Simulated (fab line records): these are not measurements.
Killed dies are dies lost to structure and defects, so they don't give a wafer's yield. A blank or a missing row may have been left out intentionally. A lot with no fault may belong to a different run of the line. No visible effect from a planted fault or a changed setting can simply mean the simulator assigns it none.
fab line records ; flow n5_finfet
record: lots: 5; wafers: 15; last_day: 20
route steps=1938 shown MOL_CONTACT_COAG@566 BEOL_M4@1111 PASSIVATION@1936
lots with no fault: from the same line, run without faults
start_h: hours from the record's first day to the start of the lot's first wafer shown ; wait_h: how many hours have passed since the lot's step before this one ; " unchanged from the row above ; L1.1+2: a row that stands for several wafers ; - no value present, or no start provided ; * or withheld: withheld ; < > ~ a bound
route shown NAME@n: names a module that has steps shown in the file, with the first one's number in the route ; usual: mean/standard deviation of fault-free wafers ; same: alike in all rows ; chamber/n: place in a boat ; sites: each site's reading ; _std_site: standard deviation of those values ; _edge_site: inner sites' mean taken away from outer sites' mean ; radius_mm: how far each site lies from the wafer's centre ; mask NAME#n: copy n ; behind: the most recent tool/chamber to have shaped the wafer ; hold: cause of the lot's hold/its duration in hours/its outcome ; device: whichever transistor did not switch (one of n, p or np) ; end of line: tests of these same wafers at the route's end ; where a step has no rows: the recipe by itself ; killed: dies lost to structure and defects at the first sort, not the wafer's yield ; map: a wafer's dies, marking killed ones x, the rest . and places with no die _
set.NAME: the run value of the setting; set.NAME@STEP: its run value at that earlier step ; model.NAME: the simulator's own value behind a step, which no gauge read
lots at selected steps of the route; one table per step, one row per wafer
services: the hour from which a tool's chamber was out of use, counted from the record's first day as start_h (under 0 if before that day), plus the number of hours and why
== steps ==
step: N5_MOL_CONTACT_COAG_COAT_77
recipe: resist: underlayer; temp_c: 205; time_s: 60; spin_rpm: 1500; resist_thk_nm: 10
step: N5_MOL_CONTACT_COAG_COAT_78
recipe: resist: CAR-EUV; spin_rpm: 1500; resist_thk_nm: 40
step: N5_MOL_CONTACT_COAG_EBR_80
recipe: solvent: PGMEA; ebr_width_mm: 1.5
step: N5_MOL_CONTACT_COAG_SOFTBAKE_79
recipe: temp_c: 110; time_s: 60; resist: CAR-EUV
step: N5_MOL_CONTACT_COAG_EXPOSE_81
recipe: mask_id: VG; na: 0.33; source_shape: annular; sigma_inner: 0.3; sigma_outer: 0.7; polarization: unpolarized; defocus_nm: 0; dose_mj: 59.5
step: N5_MOL_CONTACT_COAG_PEB_82
recipe: peb_temp_c: 100; peb_time_s: 60; resist: CAR-EUV
step: N5_MOL_CONTACT_COAG_DEVELOP_83
recipe: develop_time_s: 30; developer: TMAH; resist: CAR-EUV; rinse_liquid: surfactant_rinse; dry: air_spin; dev_temp_c: 23
step: N5_MOL_CONTACT_COAG_DESCUM_88
recipe: chemistry: O2; time_s: 7; source_power_w: 50; bias_power_w: 20; pressure_mtorr: 20; rf_frequency_hz: 2.712e+07; temp_c: 40; resist: CAR-EUV; o2_flow_sccm: 225
step: N5_MOL_CONTACT_COAG_ETCH_89
recipe: chemistry: N2/H2; target: underlayer; target_depth_a: 130; mask_material: CAR-EUV; time_s: 10.4; ion_energy_ev: 200; pressure_mtorr: 30; source_w: 840; bias_w: 150; n2_flow_sccm: 200; h2_flow_sccm: 200; ends: cleared
step: N5_MOL_CONTACT_COAG_ETCH_90
recipe: chemistry: CF4; target: SiARC; target_depth_a: 130; mask_material: CAR-EUV; time_s: 21.7; ion_energy_ev: 80; pressure_mtorr: 40; source_w: 545; bias_w: 36; Ar_flow_sccm: 100; cf4_flow_sccm: 100; ends: cleared
usual: bias_w: 36.00/0.11; cf4_flow_sccm: 100.0/0.32; drypump_motor_current_A: 5.67/0.21; etch_rf_on_time_s: 21.9/0.74; oes_product_au: 0.66/0.065; rf_vpp_V: 183.9/1.2; showerhead_plenum_p_Torr: 2.13/0.061; throttle_valve_pct: 15.68/0.17
lot.wafer;tool;chamber;start_h;wait_h;bias_w;cf4_flow_sccm;drypump_motor_current_A;etch_rf_on_time_s;oes_product_au;rf_hours_counter_h;rf_vpp_V;showerhead_plenum_p_Torr;throttle_valve_pct;model.CAR-EUV_of_MOL_CONTACT_COAG_COAT_78.thk_nm
L456.1;rie_diel-01;3;172.32;0.0;35.98;100.3;5.88;22.7;0.58;242;184.6;2.12;15.72;17
L456.5;rie_diel-01;2;172.32;0.0;36.28;100.0;5.64;23.1;0.63;-;184.0;2.14;15.98;17
L456.6;rie_diel-01;3;172.32;0.0;36.15;100.6;5.85;22.9;0.57;-;183.0;2.12;15.71;17
L459.3;rie_diel-01;2;187.22;0.0;-;-;-;-;-;-;-;-;-;24.8
L459.5;rie_diel-01;1;187.22;0.0;-;-;-;-;-;-;-;-;-;25
L459.6;rie_diel-01;2;187.22;0.0;-;-;-;-;-;-;-;-;-;24.8
L460.1;rie_diel-04;3;198.01;0.0;-;-;-;-;-;-;-;-;-;24.6
L460.2;rie_diel-04;0;198.01;0.0;-;-;-;-;-;-;-;-;-;24.6
L460.5;rie_diel-04;3;198.01;0.0;-;-;-;-;-;-;-;-;-;24.8
L461.1;rie_diel-03;2;201.34;0.0;-;-;-;-;-;-;-;-;-;24.8
L461.2;rie_diel-03;3;201.34;0.0;-;-;-;-;-;-;-;-;-;24.8
L461.6;rie_diel-03;2;201.34;0.0;-;-;-;-;-;-;-;-;-;24.8
L462.1;rie_diel-03;1;205.60;0.0;36.03;99.9;5.80;21.3;0.68;119;183.3;2.06;15.69;16.6
L462.4;rie_diel-03;0;205.60;0.0;36.18;99.9;5.52;21.0;0.61;210;182.2;2.11;15.68;16.8
L462.6;rie_diel-03;3;205.60;0.0;36.19;100.6;5.64;22.7;0.66;-;183.1;2.06;15.56;16.8
step: N5_MOL_CONTACT_COAG_ALD_131
recipe: material: SiO2; target_thk_a: 50; temp_c: 100; ald_precursor_family: BDEAS; ald_co_reactant: O2-plasma; pulse_time_s: 1; co_reactant_pulse_time_s: 1; purge_time_s: 2; co_reactant_purge_time_s: 2; ald_cycles: 35; pressure_torr: 2
step: N5_MOL_CONTACT_COAG_ETCHBACK_132
recipe: chemistry: CHF3; target: SiO2; target_depth_a: 100; time_s: 6.7; ion_energy_ev: 200; pressure_mtorr: 30; source_w: 610; bias_w: 170; Ar_flow_sccm: 200; CHF3_flow_sccm: 50
usual: drypump_motor_current_A: 5.67/0.21; oes_product_au: 0.78/0.087; rf_vpp_V: 529/20; showerhead_plenum_p_Torr: 2.38/0.068; throttle_valve_pct: 18.80/0.18
lot.wafer;tool;chamber;start_h;wait_h;drypump_motor_current_A;oes_product_au;rf_hours_counter_h;rf_vpp_V;showerhead_plenum_p_Torr;throttle_valve_pct;model.CAR-EUV_of_MOL_CONTACT_COAG_COAT_78.thk_nm
L456.1;rie_diel-01;2;172.63;0.1;5.64;0.74;157;545;2.38;19.11;15.6
L456.5;rie_diel-01;3;172.63;0.1;5.82;0.68;-;546;2.34;18.69;15.6
L456.6;rie_diel-01;2;172.63;0.1;5.65;0.74;-;544;2.38;19.12;15.6
L459.3;rie_diel-04;1;187.60;0.1;5.90;0.36;5;531;2.31;18.25;23.4
L459.5;rie_diel-04;3;187.60;0.1;5.25;0.28;-;537;2.44;18.86;23.6
L459.6;rie_diel-04;0;187.60;0.1;5.83;0.35;-;529;2.33;18.67;23.4
L460.1;rie_diel-04;1;198.27;0.1;5.93;0.36;8;531;2.31;18.26;23.2
L460.2;rie_diel-04;2;198.27;0.1;5.40;0.26;245;535;2.44;18.72;23.2
L460.5;rie_diel-04;1;198.27;0.1;5.91;0.35;-;531;2.31;18.26;23.2
L461.1;rie_diel-01;0;201.60;0.1;5.74;0.31;97;496;2.32;18.66;23.4
L461.2;rie_diel-01;2;201.60;0.1;5.63;0.28;168;544;2.38;19.06;23.4
L461.6;rie_diel-01;1;201.60;0.1;5.54;0.31;-;562;2.51;18.71;23.4
L462.1;rie_diel-03;3;205.93;0.2;5.64;0.77;136;513;2.30;18.75;15.2
L462.4;rie_diel-03;2;205.93;0.2;5.96;0.72;179;522;2.45;18.74;15.6
L462.6;rie_diel-03;3;205.93;0.2;5.66;0.77;-;512;2.30;18.75;15.4
step: N5_MOL_CONTACT_COAG_STRIP_92
recipe: chemistry: N2/H2; temp_c: 40; n2_flow_sccm: 200; h2_flow_sccm: 200; rf_frequency_hz: 6e+07
step: N5_MOL_CONTACT_COAG_STRIP_93
recipe: chemistry: N2/H2; temp_c: 40; n2_flow_sccm: 200; h2_flow_sccm: 200; rf_frequency_hz: 6e+07
step: N5_MOL_CONTACT_COAG_ETCHBACK_135
recipe: chemistry: CHF3; target: SiO2; target_depth_a: 250; time_s: 16.7; ion_energy_ev: 200; pressure_mtorr: 30; source_w: 610; bias_w: 170; Ar_flow_sccm: 200; CHF3_flow_sccm: 50
step: N5_MOL_CONTACT_COAG_STRIP_118
recipe: chemistry: CHF3; resist: SiARC; rf_frequency_hz: 6e+07
step: N5_MOL_CONTACT_COAG_VIA_ETCH_46
recipe: chemistry: C4F6/O2; target_depth_a: 460; overetch_a: 92; mask_material: SOC; target: SiO2; bias_w: 455; pressure_mtorr: 10; time_s: 40; source_w: 325; Ar_flow_sccm: 300; C4F6_flow_sccm: 10; O2_flow_sccm: 10; ion_energy_ev: 575.3; ends: end_point
step: N5_MOL_CONTACT_COAG_STRIP_96
recipe: chemistry: N2/H2; power_w: 500; temp_c: 40; pressure_mtorr: 50; rf_frequency_hz: 6e+07; overash_fraction: 0.3; bias_power_w: 28; h2_frac: 0.5; n2_flow_sccm: 300; h2_flow_sccm: 300
step: N5_MOL_CONTACT_COAG_ETCH_47
recipe: chemistry: CH3F/O2; target: SiNx; target_depth_a: 270; mask_material: SiO2; stop_on: W; over_etch_frac: 0.2; ion_energy_ev: 120; endpoint: OES-CN; pressure_mtorr: 30; source_w: 395; bias_w: 73; Ar_flow_sccm: 150; CH3F_flow_sccm: 30; O2_flow_sccm: 20; ends: end_point
step: N5_MOL_CONTACT_COAG_STRIP_119
recipe: chemistry: N2/H2; time_s: 30; power_w: 1000; temp_c: 250; pressure_mtorr: withheld; n2_flow_sccm: 1750; h2_flow_sccm: 3250
step: N5_MOL_CONTACT_COAG_PRECLEAN_144
recipe: chemistry: alkaline_clean; temp_c: 60; time_s: 60; do_ppb: 50
step: N5_MOL_CONTACT_COAG_SRD_145
recipe: dry: ipa_marangoni; time_s: 30; temp_c: 23; rinse_liquid: diw
step: N5_MOL_CONTACT_COAG_CD_MEAS_137
recipe: target_cd_nm: 16
usual: cd_nm: 16.0/0.42
lot.wafer;tool;chamber;start_h;wait_h;cd_nm
L456.1;cd_sem-02;-;173.13;0.0;15.6
L456.5;cd_sem-02;-;173.13;0.0;15.7
L456.6;cd_sem-02;-;173.13;0.0;15.8
L459.3;cd_sem-01;-;188.11;0.0;-
L459.5;cd_sem-01;-;188.11;0.0;-
L459.6;cd_sem-01;-;188.11;0.0;-
L460.1;cd_sem-01;-;198.76;0.0;-
L460.2;cd_sem-01;-;198.76;0.0;-
L460.5;cd_sem-01;-;198.76;0.0;-
L461.1;cd_sem-03;-;202.14;0.0;-
L461.2;cd_sem-03;-;202.14;0.0;-
L461.6;cd_sem-03;-;202.14;0.0;-
L462.1;cd_sem-03;-;206.66;0.0;16.2
L462.4;cd_sem-03;-;206.66;0.0;16.2
L462.6;cd_sem-03;-;206.66;0.0;16.4
step: N5_MOL_CONTACT_COAG_COAT_62
recipe: resist: SOC; temp_c: 250; time_s: 60; spin_rpm: 1500; resist_thk_nm: 60
step: N5_BEOL_M4_RC_MEAS_101
usual: DIBL_N: 36.1/2.3; DIBL_P: 36/3.2; IOFF_N: 0.16/0.045; IOFF_P: 0.21/0.049; ION_N: 674/14; ION_P: 462/8.4; SS_N: 71.6/0.83; SS_P: 73.2/0.87; VT_N: 249/3.8; VT_P: -250/3.4
lot.wafer;tool;chamber;start_h;wait_h;DIBL_N[mV/V];DIBL_P[mV/V];IOFF_N[nA/um];IOFF_P[nA/um];ION_N[uA/um];ION_P[uA/um];SS_N[mV/dec];SS_P[mV/dec];VT_N[mV];VT_P[mV]
L456.1;prober-02;0;297.13;0.0;32.9;32;0.10;0.15;648;454;70.0;72.0;254;-256
L456.5;prober-02;0;297.13;0.0;35.3;35;0.13;0.18;676;466;71.2;72.4;253;-250
L456.6;prober-02;0;297.13;0.0;38.4;37;0.19;0.23;682;469;71.9;73.2;249;-250
L462.1;prober-02;0;355.51;0.0;32.8;31;0.12;0.17;675;467;70.1;72.3;249;-251
L462.4;prober-02;0;355.51;0.0;38.0;37;0.21;0.26;693;476;71.4;73.5;242;-247
L462.6;prober-02;0;355.51;0.0;34.9;34;0.16;0.22;682;478;70.3;73.2;245;-246
step: N5_PASSIVATION_PROBE_49
usual: defect_limited_yield: 90.9/1.6; killed_at_M0_to_M3: 37/11; killed_at_M4_up: 15/5.6; killed_at_contacts: 13/6.4; killed_at_front_end: 39/11; killed_at_other: 4/3.1; killed_dies: 107/19; killed_on_rim: 14/4.3; killed_open: 71/14; killed_short: 34/7.8; sort_bin_5_function: 5.3/1; sort_bin_6_memory: 3.4/0.72; sort_n_pass: 1072/20; sort_yield_pct: 90.9/1.7
same: gross_dies: 1180; killed_at_back_side: 0; sort_bin_4_leakage[%]: 0; sort_bin_8_speed[%]: 0
lot.wafer;tool;chamber;start_h;wait_h;defect_limited_yield[%];killed_at_M0_to_M3;killed_at_M4_up;killed_at_contacts;killed_at_front_end;killed_at_other;killed_dies;killed_on_rim;killed_open;killed_short;sort_bin_5_function[%];sort_bin_6_memory[%];sort_n_pass;sort_yield_pct[%]
L456.1;prober-02;-;429.14;0.0;91.2;39;10;10;43;2;104;16;76;23;4.9;3.8;1076;91.2
L456.5;prober-02;-;429.34;0.2;90.7;32;19;19;33;7;110;17;64;45;6.1;3.1;1070;90.7
L456.6;prober-02;-;429.39;0.3;92.9;32;6;18;24;4;84;12;52;29;3.7;3.3;1096;92.9
L460.1;prober-01;-;447.75;0.0;0;34;14;1091;39;2;1180;152;69;40;95.5;3.8;0;0
L460.2;prober-01;-;447.80;0.1;0;26;8;1114;27;5;1180;152;55;24;96.8;2.9;0;0
L460.5;prober-01;-;447.95;0.2;0;27;9;1114;29;1;1180;152;52;35;97.3;2.1;0;0
L459.3;prober-02;-;467.70;0.1;0;34;3;1104;38;1;1180;152;53;33;97.0;2.5;0;0
L459.5;prober-02;-;467.80;0.2;0;33;19;1089;37;2;1180;152;71;29;96.7;3.1;0;0
L459.6;prober-02;-;467.85;0.3;0;16;15;1110;37;2;1180;152;47;29;96.9;2.7;0;0
L461.1;prober-01;-;473.83;0.0;0;33;8;1101;36;2;1180;152;65;34;96.5;3.1;0;0
L461.2;prober-01;-;473.88;0.1;0;29;13;1083;47;8;1180;152;61;38;96.4;3.3;0;0
L461.6;prober-01;-;474.08;0.3;0;23;23;1087;39;8;1180;152;77;25;96.1;3.6;0;0
L462.1;prober-02;-;491.52;0.0;90.1;24;18;18;56;1;117;10;69;48;6.3;3.4;1063;90.1
L462.4;prober-02;-;491.67;0.2;89.4;22;17;15;68;3;125;13;86;36;6.6;3.7;1055;89.4
L462.6;prober-02;-;491.77;0.3;92.3;11;20;15;38;7;91;14;59;32;5.3;2.0;1089;92.3
killed by level:class
L456.1 FIN_SAQP:geometric_particle:open=18 STI_FIN_REVEAL:geometric_particle:open=8 MOL_CONTACT_COAG:geometric_particle:open=8 BEOL_M3:geometric_particle:open=8 BEOL_M4:geometric_particle:open=6 BEOL_M0_SAQP:geometric_particle:short=6 BEOL_M2:geometric_particle:open=5 FIN_SAQP:geometric_particle:short=4
L456.5 MOL_CONTACT_COAG:geometric_particle:open=16 BEOL_M4:geometric_particle:open=12 FIN_SAQP:geometric_particle:short=9 BEOL_M3:geometric_particle:open=8 FIN_SAQP:geometric_particle:open=5 BEOL_M0_SAQP:geometric_particle:open=5 STARTING-WAFER:geometric_particle:short=5 STARTING-WAFER:geometric_particle:open=4
L456.6 MOL_CONTACT_COAG:geometric_particle:open=14 FIN_SAQP:geometric_particle:short=9 BEOL_M1:geometric_particle:open=9 FIN_SAQP:geometric_particle:open=7 BEOL_M3:geometric_particle:open=5 BEOL_M1:geometric_particle:short=4 MOL_CONTACT_COAG:geometric_particle:short=3 BEOL_M0_SAQP:geometric_particle:short=3
L460.1 MOL_CONTACT_COAG:area_etch=1070 MOL_CONTACT_COAG:geometric_particle:open=14 FIN_SAQP:geometric_particle:open=10 BEOL_M0_SAQP:geometric_particle:open=9 BEOL_M1:geometric_particle:open=8 FIN_SAQP:geometric_particle:short=7 MOL_CONTACT_COAG:geometric_particle:short=7 BEOL_M4:geometric_particle:open=6
L460.2 MOL_CONTACT_COAG:area_etch=1101 MOL_CONTACT_COAG:geometric_particle:open=10 STI_FIN_REVEAL:geometric_particle:open=7 BEOL_M0_SAQP:geometric_particle:open=7 BEOL_M4:geometric_particle:open=7 GATE_CUT:geometric_particle:open=6 BEOL_M2:geometric_particle:open=5 BEOL_M0_SAQP:geometric_particle:short=4
L460.5 MOL_CONTACT_COAG:area_etch=1093 MOL_CONTACT_COAG:geometric_particle:open=16 BEOL_M0_SAQP:geometric_particle:short=8 BEOL_M3:geometric_particle:open=7 STI_FIN_REVEAL:geometric_particle:open=6 DUMMY_GATE:geometric_particle:open=5 MOL_CONTACT_COAG:geometric_particle:short=5 DUMMY_GATE:geometric_particle:short=4
L459.3 MOL_CONTACT_COAG:area_etch=1094 FIN_SAQP:geometric_particle:short=9 MOL_CONTACT_COAG:geometric_particle:open=9 FIN_SAQP:geometric_particle:open=6 DUMMY_GATE:geometric_particle:open=6 BEOL_M1:geometric_particle:short=6 BEOL_M0_SAQP:geometric_particle:open=5 BEOL_M0:geometric_particle:open=5
L459.5 MOL_CONTACT_COAG:area_etch=1080 BEOL_M1:geometric_particle:open=9 BEOL_M4:geometric_particle:open=9 FIN_SAQP:geometric_particle:open=7 BEOL_M2:geometric_particle:open=6 MOL_CONTACT_COAG:geometric_particle:open=6 BEOL_M1:geometric_particle:short=6 FIN_SAQP:geometric_particle:short=5
L459.6 MOL_CONTACT_COAG:area_etch=1104 BEOL_M4:geometric_particle:open=9 FIN_SAQP:geometric_particle:short=7 STI_FIN_REVEAL:geometric_particle:open=7 BEOL_M0_SAQP:geometric_particle:short=7 GATE_CUT:geometric_particle:short=5 GATE_CUT:geometric_particle:open=4 MOL_CONTACT_COAG:geometric_particle:open=4
L461.1 MOL_CONTACT_COAG:area_etch=1081 MOL_CONTACT_COAG:geometric_particle:open=14 FIN_SAQP:geometric_particle:open=11 BEOL_M0_SAQP:geometric_particle:short=9 STI_FIN_REVEAL:geometric_particle:open=7 BEOL_M0_SAQP:geometric_particle:open=7 BEOL_M2:geometric_particle:open=7 MOL_CONTACT_COAG:geometric_particle:short=6
L461.2 MOL_CONTACT_COAG:area_etch=1077 BEOL_M3:geometric_particle:open=8 FIN_SAQP:geometric_particle:short=7 FIN_SAQP:geometric_particle:open=6 ILD0:geometric_particle:open=5 DUMMY_GATE:geometric_particle:short=4 DUMMY_GATE:geometric_particle:open=4 BEOL_M0_SAQP:geometric_particle:open=4
L461.6 MOL_CONTACT_COAG:area_etch=1075 MOL_CONTACT_COAG:geometric_particle:open=12 BEOL_M4:geometric_particle:open=11 STI_FIN_REVEAL:geometric_particle:open=10 FIN_SAQP:geometric_particle:open=9 GATE_CUT:geometric_particle:short=8 BEOL_M0_SAQP:geometric_particle:open=8 BEOL_M3:geometric_particle:open=6
L462.1 MOL_CONTACT_COAG:geometric_particle:open=16 FIN_SAQP:geometric_particle:short=13 STI_FIN_REVEAL:geometric_particle:open=10 FIN_SAQP:geometric_particle:open=9 BEOL_M0_SAQP:geometric_particle:short=6 BEOL_M1:geometric_particle:open=5 BEOL_M2:geometric_particle:open=5 BEOL_M4:geometric_particle:open=5
L462.4 FIN_SAQP:geometric_particle:open=19 FIN_SAQP:geometric_particle:short=18 BEOL_M4:geometric_particle:open=14 STI_FIN_REVEAL:geometric_particle:open=13 MOL_CONTACT_COAG:geometric_particle:open=12 BEOL_M0_SAQP:geometric_particle:open=6 BEOL_M3:geometric_particle:open=6 DUMMY_GATE:geometric_particle:open=5
L462.6 MOL_CONTACT_COAG:geometric_particle:open=14 BEOL_M4:geometric_particle:open=14 FIN_SAQP:geometric_particle:short=10 FIN_SAQP:geometric_particle:open=8 STI_FIN_REVEAL:geometric_particle:open=7 MIM_BOT:geometric_particle:short=4 BEOL_M2:geometric_particle:open=3 BEOL_M4:geometric_particle:short=3
map L459.3 (x killed, . not)
_________________xxxxxxxxxxxx________________
______________xxxxxxxxxxxxxxxxxx_____________
___________xxxxxxxxxxxxxxxxxxxxxxxx__________
__________xxxxxxxxxxxxxxxxxxxxxxxxxx_________
________xxxxxxxxxxxxxxxxxxxxxxxxxxxxxx_______
_______xxxxxxxxxxxxxxxxxxxxxxxxxxxxxxxx______
______xxxxxxxxxxxxxxxxxxxxxxxxxxxxxxxxxx_____
_____xxxxxxxxxxxxxxxxxxxxxxxxxxxxxxxxxxxx____
____xxxxxxxxxxxxxxxxxxxxxxxxxxxxxxxxxxxxxx___
___xxxxxxxxxxxxxxxxxxxxxxxxxxxxxxxxxxxxxxxx__
___xxxxxxxxxxxxxxxxxxxxxxxxxxxxxxxxxxxxxxxx__
__xxxxxxxxxxxxxxxxxxxxxxxxxxxxxxxxxxxxxxxxxx_
__xxxxxxxxxxxxxxxxxxxxxxxxxxxxxxxxxxxxxxxxxx_
_xxxxxxxxxxxxxxxxxxxxxxxxxxxxxxxxxxxxxxxxxxxx
_xxxxxxxxxxxxxxxxxxxxxxxxxxxxxxxxxxxxxxxxxxxx
_xxxxxxxxxxxxxxxxxxxxxxxxxxxxxxxxxxxxxxxxxxxx
_xxxxxxxxxxxxxxxxxxxxxxxxxxxxxxxxxxxxxxxxxxxx
_xxxxxxxxxxxxxxxxxxxxxxxxxxxxxxxxxxxxxxxxxxxx
_xxxxxxxxxxxxxxxxxxxxxxxxxxxxxxxxxxxxxxxxxxxx
_xxxxxxxxxxxxxxxxxxxxxxxxxxxxxxxxxxxxxxxxxxxx
_xxxxxxxxxxxxxxxxxxxxxxxxxxxxxxxxxxxxxxxxxxxx
__xxxxxxxxxxxxxxxxxxxxxxxxxxxxxxxxxxxxxxxxxx_
__xxxxxxxxxxxxxxxxxxxxxxxxxxxxxxxxxxxxxxxxxx_
___xxxxxxxxxxxxxxxxxxxxxxxxxxxxxxxxxxxxxxxx__
___xxxxxxxxxxxxxxxxxxxxxxxxxxxxxxxxxxxxxxxx__
____xxxxxxxxxxxxxxxxxxxxxxxxxxxxxxxxxxxxxx___
_____xxxxxxxxxxxxxxxxxxxxxxxxxxxxxxxxxxxx____
______xxxxxxxxxxxxxxxxxxxxxxxxxxxxxxxxxx_____
_______xxxxxxxxxxxxxxxxxxxxxxxxxxxxxxxx______
________xxxxxxxxxxxxxxxxxxxxxxxxxxxxxx_______
__________xxxxxxxxxxxxxxxxxxxxxxxxxx_________
___________xxxxxxxxxxxxxxxxxxxxxxxx__________
______________xxxxxxxxxxxxxxxxxx_____________
_________________xxxxxxxxxxxx________________
map L460.1 (x killed, . not)
_________________xxxxxxxxxxxx________________
______________xxxxxxxxxxxxxxxxxx_____________
___________xxxxxxxxxxxxxxxxxxxxxxxx__________
__________xxxxxxxxxxxxxxxxxxxxxxxxxx_________
________xxxxxxxxxxxxxxxxxxxxxxxxxxxxxx_______
_______xxxxxxxxxxxxxxxxxxxxxxxxxxxxxxxx______
______xxxxxxxxxxxxxxxxxxxxxxxxxxxxxxxxxx_____
_____xxxxxxxxxxxxxxxxxxxxxxxxxxxxxxxxxxxx____
____xxxxxxxxxxxxxxxxxxxxxxxxxxxxxxxxxxxxxx___
___xxxxxxxxxxxxxxxxxxxxxxxxxxxxxxxxxxxxxxxx__
___xxxxxxxxxxxxxxxxxxxxxxxxxxxxxxxxxxxxxxxx__
__xxxxxxxxxxxxxxxxxxxxxxxxxxxxxxxxxxxxxxxxxx_
__xxxxxxxxxxxxxxxxxxxxxxxxxxxxxxxxxxxxxxxxxx_
_xxxxxxxxxxxxxxxxxxxxxxxxxxxxxxxxxxxxxxxxxxxx
_xxxxxxxxxxxxxxxxxxxxxxxxxxxxxxxxxxxxxxxxxxxx
_xxxxxxxxxxxxxxxxxxxxxxxxxxxxxxxxxxxxxxxxxxxx
_xxxxxxxxxxxxxxxxxxxxxxxxxxxxxxxxxxxxxxxxxxxx
_xxxxxxxxxxxxxxxxxxxxxxxxxxxxxxxxxxxxxxxxxxxx
_xxxxxxxxxxxxxxxxxxxxxxxxxxxxxxxxxxxxxxxxxxxx
_xxxxxxxxxxxxxxxxxxxxxxxxxxxxxxxxxxxxxxxxxxxx
_xxxxxxxxxxxxxxxxxxxxxxxxxxxxxxxxxxxxxxxxxxxx
__xxxxxxxxxxxxxxxxxxxxxxxxxxxxxxxxxxxxxxxxxx_
__xxxxxxxxxxxxxxxxxxxxxxxxxxxxxxxxxxxxxxxxxx_
___xxxxxxxxxxxxxxxxxxxxxxxxxxxxxxxxxxxxxxxx__
___xxxxxxxxxxxxxxxxxxxxxxxxxxxxxxxxxxxxxxxx__
____xxxxxxxxxxxxxxxxxxxxxxxxxxxxxxxxxxxxxx___
_____xxxxxxxxxxxxxxxxxxxxxxxxxxxxxxxxxxxx____
______xxxxxxxxxxxxxxxxxxxxxxxxxxxxxxxxxx_____
_______xxxxxxxxxxxxxxxxxxxxxxxxxxxxxxxx______
________xxxxxxxxxxxxxxxxxxxxxxxxxxxxxx_______
__________xxxxxxxxxxxxxxxxxxxxxxxxxx_________
___________xxxxxxxxxxxxxxxxxxxxxxxx__________
______________xxxxxxxxxxxxxxxxxx_____________
_________________xxxxxxxxxxxx________________
== services ==
tool;chamber;start_h;hours;kind
rie_diel-01;3;191.56;-;clean
rie_diel-01;3;191.56;-;consumable_replace:focus_ring
rie_diel-01;3;191.56;22.6;scheduled_down
rie_diel-01;3;191.56;22.6;vent_cycle
== key ==
first_sign: step: N5_MOL_CONTACT_COAG_ETCH_90; reading: tool_record; direction: missing
effect: step: N5_MOL_CONTACT_COAG_ETCHBACK_132; reading: oes_product_au; direction: down; sigmas: 5.3; usual: 0.78; struck: 0.32
effect: step: N5_MOL_CONTACT_COAG_CD_MEAS_137; reading: cd_nm; direction: missing
effect: step: N5_PASSIVATION_PROBE_49; reading: killed_at_contacts; direction: up; sigmas: 99+; usual: 13; struck: 1099
model_effect: step: N5_MOL_CONTACT_COAG_ETCH_90; value: CAR-EUV_of_MOL_CONTACT_COAG_COAT_78.thk_nm; without: 17.02; struck: 24.78
model_effect: step: N5_MOL_CONTACT_COAG_ETCHBACK_132; value: CAR-EUV_of_MOL_CONTACT_COAG_COAT_78.thk_nm; without: 15.62; struck: 23.36
more_kills_born_at: N5_MOL_CONTACT_COAG_ETCH_90@rie_diel-01: 3278; N5_MOL_CONTACT_COAG_ETCH_90@rie_diel-04: 3264; N5_MOL_CONTACT_COAG_ETCH_90@rie_diel-03: 3233
met_at N5_MOL_CONTACT_COAG_ETCH_90
struck_wafers L459.3,L459.5,L459.6,L460.1,L460.2,L460.5,L461.1,L461.2,L461.6
later_rows_left_out L459.3,L459.5,L459.6,L460.1,L460.2,L460.5,L461.1,L461.2,L461.6
onset_between 172.32 187.22
fault: kind: skipped_step_whole; tool: rie_diel-01,rie_diel-03,rie_diel-04; chamber: -; onset_h: 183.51; steps: N5_MOL_CONTACT_COAG_ETCH_90; scope: struck_lots_only
later_rows_left_out: the simulator's readings of these wafers behind a module that went badly wrong aren't trusted and aren't shown, but for the sort
